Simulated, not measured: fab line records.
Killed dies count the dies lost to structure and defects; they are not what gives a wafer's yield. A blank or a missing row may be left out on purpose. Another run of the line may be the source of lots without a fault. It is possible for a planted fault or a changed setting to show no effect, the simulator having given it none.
A lot that was struck, set against a sound lot :: flow nand harc :: 14 steps out of a route of 1159
Sound: wafers L390.1, L390.3, L390.5. Struck: wafer L397.2; the same lot's L397.6 was not struck, so it is left out; see the end for the cause.
For every step that has rows: the tool of each side, followed by ch and its chambers, followed by its first start. Under that, the readings that differ: sound wafers :: struck wafers :: difference of the means :: sigmas: that difference in standard deviations of wafers without a fault.
alike: a reading whose means differ by less than 2 such deviations, as well as words and numbers matching on both sides. not compared: withheld readings; readings where some wafer has no value; bounds like >300 that might hide an equal value; numbers whose values overlap and for which the record gives no deviation.
Wherever a step has rows on one side only, a row that says differs or no value, or a row with sigmas, the two part there. When numbers do not overlap yet have no deviation, they are printed without sigmas and do not part them. A reading missing from all wafers of one side parts the sides only when that side holds two or more wafers.

NHARC_A_STAIRCASE_ETCH_221: etches the open film in C4F8/O2, target depth 100 nm, time 40.5 s.
  sound: rie diel-13 ch 1,2; struck: rie diel-05 ch 0
  alike: oes product au, rf vpp V
  not compared: rf hours counter h
then, 1 step without rows for these wafers: NHARC_A_STAIRCASE_TRIM_222 (chemistry O2, time 211.2 s).
NHARC_A_STAIRCASE_ETCH_223: etches the open film in C4F8/O2, target depth 100 nm, time 40.5 s.
  sound: rie diel-13 ch 0,3; struck: rie diel-05 ch 3
  alike: oes product au, rf vpp V
  not compared: rf hours counter h
then, 1 step without rows for these wafers: NHARC_A_STAIRCASE_TRIM_224 (chemistry O2, time 211.2 s).
NHARC_A_STAIRCASE_ETCH_225: etches the open film in C4F8/O2, target depth 100 nm, time 40.5 s.
  sound: rie diel-13 ch 0,3; struck: rie diel-05 ch 1
  alike: oes product au, rf vpp V
  not compared: rf hours counter h
NHARC_A_STAIRCASE_TRIM_226: chemistry O2, time 211.2 s.
  sound: rie diel-13 ch 1,2,3; struck: rie diel-05 ch 3
reading: rf vpp V (V)
sound: 57.3 58.0 56.3
struck: 59.1
difference: +1.9
sigmas: +2
  alike: drypump motor current A, o2 flow sccm, oes product au, showerhead plenum p Torr, throttle valve pct
  not compared: rf hours counter h
then, 2 steps without rows for these wafers: NHARC_A_STAIRCASE_ETCH_227 (etches the open film in C4F8/O2, target depth 100 nm, time 40.5 s); NHARC_A_STAIRCASE_TRIM_229 (chemistry O2, time 211.2 s).
NHARC_A_STAIRCASE_ETCH_230: etches the open film in C4F8/O2, target depth 100 nm, time 40.5 s.
  sound: rie diel-08 ch 0,1,2; struck: rie diel-13 ch 0
  alike: oes product au, rf vpp V
  not compared: rf hours counter h
then, 2 steps without rows for these wafers: NHARC_A_STAIRCASE_TRIM_231 (chemistry O2, time 211.2 s); NHARC_A_STAIRCASE_ETCH_232 (etches the open film in C4F8/O2, target depth 100 nm, time 40.5 s).
NHARC_A_STAIRCASE_TRIM_233: chemistry O2, time 211.2 s.
  sound on rie diel-08 ch 1,2,3, day 11 02:53; struck on rie diel-13 ch 2, day 13 05:05
reading: oes product au (a.u.)
sound: 1.023 0.973 1.013
struck: 1.205
difference: +0.202
sigmas: +13
  alike: drypump motor current A, o2 flow sccm, rf vpp V, showerhead plenum p Torr, throttle valve pct
  not compared: rf hours counter h
then, 1 step without rows for these wafers: NHARC_A_STAIRCASE_ETCH_234 (etches the open film in C4F8/O2, target depth 100 nm, time 40.5 s).
-- jump in the record: it breaks off in module A_STAIRCASE and resumes in module END (first step shown: number 1159 of the route), and 8 days separate the struck wafers' starts before and after --
NHARC_END_SORT_01:
  here the record holds rows for the struck wafers (prober-02 ch 0, day 21 15:08) but none for the sound ones

WHERE THEY PART
Earliest at NHARC_A_STAIRCASE_TRIM_226; latest, in this record, at NHARC_END_SORT_01.

WHY: the cause the simulator had injected
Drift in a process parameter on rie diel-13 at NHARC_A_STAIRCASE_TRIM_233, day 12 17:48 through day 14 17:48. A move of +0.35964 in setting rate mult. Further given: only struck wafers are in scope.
